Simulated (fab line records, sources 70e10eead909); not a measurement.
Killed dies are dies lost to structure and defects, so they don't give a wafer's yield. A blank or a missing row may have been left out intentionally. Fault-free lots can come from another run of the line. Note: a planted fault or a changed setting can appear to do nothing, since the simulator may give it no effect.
Matching of chambers :: flow nand_harc :: rie_diel-04 running NHARC_A_CONTACT_DESCUM_74: 4 sister chambers
The step chemistry O2, time 3 s. 4 wafers are shown with their chamber, then 9 later ones without.

== WAFERS PAIRED WITH THEIR CHAMBERS ==
wafer: L429.1
chamber: 3
showerhead_plenum_p_Torr (Torr): 1.88

wafer: L435.1
chamber: 1
showerhead_plenum_p_Torr (Torr): 2.01

wafer: L435.2
chamber: 2
showerhead_plenum_p_Torr (Torr): 2.03

wafer: L435.3
chamber: 0
showerhead_plenum_p_Torr (Torr): 2.00

== WAFERS WITH NO CHAMBER GIVEN ==
wafer: L434.2
showerhead_plenum_p_Torr (Torr): 2.01

wafer: L434.5
showerhead_plenum_p_Torr (Torr): 2.00

wafer: L434.6
showerhead_plenum_p_Torr (Torr): 1.87

wafer: L438.2
showerhead_plenum_p_Torr (Torr): 2.01

wafer: L438.5
showerhead_plenum_p_Torr (Torr): 2.03

wafer: L438.6
showerhead_plenum_p_Torr (Torr): 2.01

wafer: L440.1
showerhead_plenum_p_Torr (Torr): 1.87

wafer: L440.3
showerhead_plenum_p_Torr (Torr): 2.02

wafer: L440.6
showerhead_plenum_p_Torr (Torr): 2.00

== WHICH CHAMBER EACH ONE RAN IN ==
wafer: L434.2
from the rows above: can't be placed: 1 or 0
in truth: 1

wafer: L434.5
from the rows above: can't be placed: 0 or 1
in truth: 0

wafer: L434.6
from the rows above: 3
in truth: 3

wafer: L438.2
from the rows above: can't be placed: 1 or 0
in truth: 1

wafer: L438.5
from the rows above: 2
in truth: 2

wafer: L438.6
from the rows above: can't be placed: 1 or 0
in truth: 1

wafer: L440.1
from the rows above: 3
in truth: 3

wafer: L440.3
from the rows above: can't be placed: 2 or 1 or 0
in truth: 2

wafer: L440.6
from the rows above: can't be placed: 0 or 1
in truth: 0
Placed correctly: 3 of 9. From these rows, 6 cannot be placed; in 6 the true chamber is one of the candidates. 0 placed wrongly.
How it was worked out, from the rows above alone: a wafer's distance from a chamber is the root of the sum, over the readings, of the square of ((its reading less the chamber's mean) divided by the reading's scatter). If the next closest chamber is less than 2 further off than the closest, the wafer can't be placed; otherwise it belongs to the closest. For every chamber, the mean is computed from those of its wafers that are shown. The scatter: with one shown wafer a chamber, the root of the mean of the squares of how far each hidden wafer lies from its nearest shown one.
